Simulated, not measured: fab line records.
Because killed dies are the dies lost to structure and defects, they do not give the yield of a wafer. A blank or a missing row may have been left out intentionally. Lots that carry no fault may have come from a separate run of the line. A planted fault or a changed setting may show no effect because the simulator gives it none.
A lot that was struck, set against a sound lot | flow n5 finfet | 14 steps out of a route of 1938
Sound: these wafers, L152.1, L152.2, L152.5. The struck wafers were L146.1, L146.3, L146.5. The cause is given at the end.
Each step with rows lists, per side, the tool, then ch with its chambers, then its first start. Under that, the readings that differ: sound wafers | struck wafers | difference of the means | sigmas: that difference in standard deviations of wafers without a fault.
alike: readings with means less than 2 such deviations apart, plus words and numbers identical on both sides. not compared: withheld readings, readings lacking a value on some wafer, bounds such as >300 that could conceal the same value, and numbers that have no deviation in the record and whose values overlap.
Wherever a step has rows on one side only, a row that says differs or no value, or a row with sigmas, the two part there. When numbers do not overlap yet have no deviation, they are printed without sigmas and do not part them. A reading that every wafer of one side lacks parts them only if that side has two wafers or more.

first, 2 steps without rows for these wafers: N5_BEOL_M12_PRECLEAN_39 (cleans in residue remover, time 60 s); N5_BEOL_M12_SRD_40 (time 30 s, dry time 30 s).
N5_BEOL_M12_DEGAS_41: time 60 s.
  sound on pvd sputter-03 at day 14 21:46; struck on pvd sputter-01 at day 12 23:42
  alike: heater power w
N5_BEOL_M12_PRE_CLEAN_42: time 30 s.
  sound on pvd sputter-03 at day 14 21:49; struck on pvd sputter-01 at day 12 23:44
  alike: heater power w
then, 2 steps without rows for these wafers: N5_BEOL_M12_SPUTTER_43 (material TaN, target thk 15 nm, time 24.19 s); N5_BEOL_M12_SPUTTER_44 (material Ta, target thk 10 nm, time 16.13 s).
N5_BEOL_M12_SPUTTER_45: material Cu, target thk 80 nm, time 13.33 s.
  sound on pvd sputter-03 at day 14 22:01; struck on pvd sputter-01 at day 12 23:56
  alike: chuck sensor temp C, throttle valve pct
then, 1 step without rows for these wafers: N5_BEOL_M12_ECD_47 (material Cu, target thk 720 nm).
N5_BEOL_M12_ANNEAL_48: time 90 s.
  sound on rtp anneal-02 ch 0, day 14 22:49; struck on rtp anneal-01 ch 0, day 13 00:24
  alike: wafer_temp_C_max
N5_BEOL_M12_CMP_49: polishes, stops on SiOC, t overpolish 20.6 s, target thk 320 nm.
  sound on cmp-03 ch 0,2, day 14 23:08; struck on cmp-04 ch 0,1,3, day 13 00:47
  alike: barrier field endpoint s, clearing platen down force psi, motor current A, overpolish run s
N5_BEOL_M12_THK_MEAS_50: measures by xrf.
  sound on film metro-02 at day 14 23:26; struck on film metro-02 at day 13 01:00
  alike: M12_THK
then, 1 step without rows for these wafers: N5_BEOL_M12_PRE_CLEAN_52 (time 15 s).
N5_BEOL_M12_DEP_53: deposits SiCN from 3MS/NH3, target thk 30 nm, time 10.5 s.
  sound on pecvd-01 ch 0,2, day 14 23:29; struck on pecvd-04 ch 0,2, day 13 01:04
  reading                                   | sound        | struck       | difference | sigmas
  model.SiCN_of_BEOL_M12_DEP_53.thk nm (nm) | 29.2 29.8 30 | 34 33.4 34.6 | +4         |
  alike: showerhead plenum p Torr, throttle valve pct
N5_BEOL_M12_RS_MEAS_54: the measuring method here is four-point-probe.
  sound on film metro-02 at day 14 23:33; struck on film metro-02 at day 13 01:08
  alike: M12_RS

WHERE THEY PART
Nowhere in this record.

WHY: what had been put in by the simulator
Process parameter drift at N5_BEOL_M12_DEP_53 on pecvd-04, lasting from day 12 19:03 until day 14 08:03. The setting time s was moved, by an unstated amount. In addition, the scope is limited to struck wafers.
